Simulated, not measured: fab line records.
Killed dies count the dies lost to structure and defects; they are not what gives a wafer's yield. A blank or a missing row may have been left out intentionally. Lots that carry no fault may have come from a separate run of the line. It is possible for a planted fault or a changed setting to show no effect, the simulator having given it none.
Comparing a struck lot with a sound one	flow nand_harc	44 steps out of a route of 1302
Sound: these wafers, L262.3, L262.5, L262.6. Wafers L268.1, L268.4, L268.6 were the ones struck. The cause comes at the end.
Order at every step that has rows: each side's tool, ch and its chambers, its first start. Under that, the readings that differ: sound wafers	struck wafers	difference of the means	sigmas: that difference in standard deviations of wafers without a fault.
alike: words and numbers the same on both sides, and readings whose means are apart by under 2 such deviations; not compared: readings that were withheld, readings missing a value for some wafer, numbers with overlapping values and no deviation given by the record, and bounds like >300 which may hide the same value.
A row with sigmas, a row that says differs or no value, or rows on one side alone: a step with any of these is where the two part. Non-overlapping numbers with no deviation appear without sigmas and do not part them. A reading missing from all wafers of one side parts the sides only when that side holds two or more wafers.

first, 3 steps without rows for these wafers: NHARC_P_GATE_EXPOSE_08 (exposes mask P HV); NHARC_P_GATE_PEB_09 (peb time 85 s); NHARC_P_GATE_DEVELOP_10 (time 70 s).
NHARC_P_GATE_CD_MEAS_11: the cd target is 1640 nm.
  sound on cd_sem-03 ch 0, day 4 06:51; struck on cd_sem-01 ch 0, day 6 17:14
  alike: cd_nm
then, 1 step without rows for these wafers: NHARC_P_GATE_HARDBAKE_12 (time 80 s).
NHARC_P_GATE_DESCUM_13: chemistry O2, time 3 s.
  sound on rie_diel-05 ch 0,3, day 4 07:02; struck on rie_diel-05 ch 0,1,3, day 6 17:23
  alike: drypump_motor_current_A, oes_product_au, rf_vpp_V, showerhead_plenum_p_Torr, throttle_valve_pct
  not compared: rf_hours_counter_h
then, 6 steps without rows for these wafers: NHARC_P_GATE_ETCH_14 (etches SiO2 in dHF, target depth 48.8 nm); NHARC_P_GATE_STRIP_15 (strips in SPM, time 780 s); NHARC_P_GATE_PRECLEAN_71 (cleans in SC1); NHARC_P_GATE_SRD_72; NHARC_P_GATE_OXIDE_16 (material SiO2, target thk 3 nm, ox time 392 s); NHARC_P_GATE_CVD_17 (deposits poly-Si, target thk 150 nm, time 900 s).
NHARC_P_GATE_HM_DEP_102: deposits aC, target thk 120 nm.
  sound on acl_dep-03 ch 0, day 4 20:05; struck on acl_dep-01 ch 0, day 7 06:21
  alike: throttle_valve_pct
then, 9 steps without rows for these wafers: NHARC_P_GATE_DEP_103 (deposits SiON, target thk 30 nm); NHARC_P_GATE_DEHYDRATE_18 (time 120 s); NHARC_P_GATE_HMDS_19 (time 30 s); NHARC_P_GATE_COAT_20 (resist thk 90 nm); NHARC_P_GATE_SOFTBAKE_21 (time 55 s); NHARC_P_GATE_EBR_22; NHARC_P_GATE_EXPOSE_23 (exposes mask P GATE, target cd 120 nm); NHARC_P_GATE_PEB_24 (peb time 65 s); NHARC_P_GATE_DEVELOP_25 (develop time 35 s).
NHARC_P_GATE_CD_MEAS_26: the cd target is 120 nm.
  sound on cd_sem-02 ch 0, day 4 21:08; struck on cd_sem-02 ch 0, day 7 07:42
  alike: cd_nm
NHARC_P_GATE_OVL_MEAS_27:
  struck on overlay-02, day 7 07:47; sound on overlay-01, day 4 21:13
  alike: overlay_x_nm, overlay_y_nm
NHARC_P_GATE_INSPECT_28:
  struck on defect_inspect-01, day 7 07:49; sound on defect_inspect-02, day 4 21:15
reading	sound	struck	difference	sigmas
raw_defect_count	6 7 6	1190 1174 1225	+1190	+99 or more
then, 5 steps without rows for these wafers: NHARC_P_GATE_DESCUM_31 (chemistry O2, time 3 s); NHARC_P_GATE_ETCH_104 (etches the open film in CF4/CHF3, target depth 60 nm); NHARC_P_GATE_HM_OPEN_105 (chemistry O2/COS, target depth 360 nm); NHARC_P_GATE_STRIP_106 (strips in O2/COS); NHARC_P_GATE_ETCH_114 (etches the open film in CF4/O2, target depth 30 nm, overetch 3 nm, time 16.5 s).
NHARC_P_GATE_ETCH_32: etches the open film in HBr/Cl2, target depth 150 nm, time 100.1 s.
  sound on rie_si-01 ch 0,3, day 4 21:46; struck on rie_si-04 ch 1,3, day 7 08:22
reading	sound	struck	difference	sigmas
oes_product_au (a.u.)	0.981 0.994 0.989	1.011 1.007 1.013	+0.022	+2
  alike: drypump_motor_current_A, hbr_flow_sccm, he_backside_leak_sccm, throttle_valve_pct
  not compared: rf_hours_counter_h
then, 1 step without rows for these wafers: NHARC_P_GATE_STRIP_108 (strips in O2).
NHARC_P_GATE_CD_MEAS_33:
  struck on cd_sem-01, day 7 08:46; sound on cd_sem-02, day 4 22:07
  alike: cd_nm
then, 3 steps without rows for these wafers: NHARC_P_GATE_STRIP_35 (strips in SPM, time 600 s); NHARC_P_GATE_PRECLEAN_73 (cleans in SC1); NHARC_P_GATE_SRD_74.
NHARC_P_GATE_ALD_36: deposits SiNx, target thk 20 nm, pulse time 60 s, ald cycles 223.
  sound on ald_sin-01 ch 0,1,2, day 5 01:43; struck on ald_sin-01 ch 1,2,3, day 7 11:22
  alike: heater_power_w, precursor_pulse_height_rel
  not compared: since_wet_clean_h
NHARC_P_GATE_ETCHBACK_37: etches the open film in CHF3/O2, target depth 34.5 nm, time 17.2 s.
  sound: rie_diel-10 ch 0,1; struck: rie_diel-05 ch 1,2,3
reading	sound	struck	difference	sigmas
rf_vpp_V (V)	370.0 370.7 369.0	373.7 373.7 375.7	+4.5	+2
showerhead_plenum_p_Torr (Torr)	2.38 2.38 2.27	2.57 2.54 2.57	+0.22	+2
  alike: chf3_flow_sccm, drypump_motor_current_A, oes_product_au, throttle_valve_pct
  not compared: rf_hours_counter_h
NHARC_P_GATE_STRIP_101: strips in O2, time 20 s.
  sound on rie_diel-10 ch 1,2,3, day 5 08:10; struck on rie_diel-05 ch 0,3, day 7 18:54
  alike: drypump_motor_current_A, oes_product_au, rf_vpp_V, showerhead_plenum_p_Torr, throttle_valve_pct
  not compared: rf_hours_counter_h
then, 3 steps without rows for these wafers: NHARC_P_GATE_PRECLEAN_97 (cleans in SPM, time 600 s); NHARC_P_GATE_SRD_98; NHARC_P_GATE_PRECLEAN_99 (cleans in SC1).
NHARC_P_GATE_INSPECT_68:
  struck on defect_inspect-02, day 8 02:28; sound on defect_inspect-01, day 5 15:40
reading	sound	struck	difference	sigmas
raw_defect_count	122 134 120	1307 1378 1392	+1234	+13
-- the record jumps here: 19 days lie between the struck wafers' starts before and after (it left off in module P_GATE and takes up again in module END, whose first step shown is number 1302 of the route) --
NHARC_END_SORT_01:
  the record has rows for the struck wafers here (prober-02 ch 0, day 26 19:29) and none for the sound ones

WHERE THEY PART
At NHARC_P_GATE_INSPECT_28 first; at NHARC_END_SORT_01 last (within this record only).

WHY: whatever the simulator had introduced
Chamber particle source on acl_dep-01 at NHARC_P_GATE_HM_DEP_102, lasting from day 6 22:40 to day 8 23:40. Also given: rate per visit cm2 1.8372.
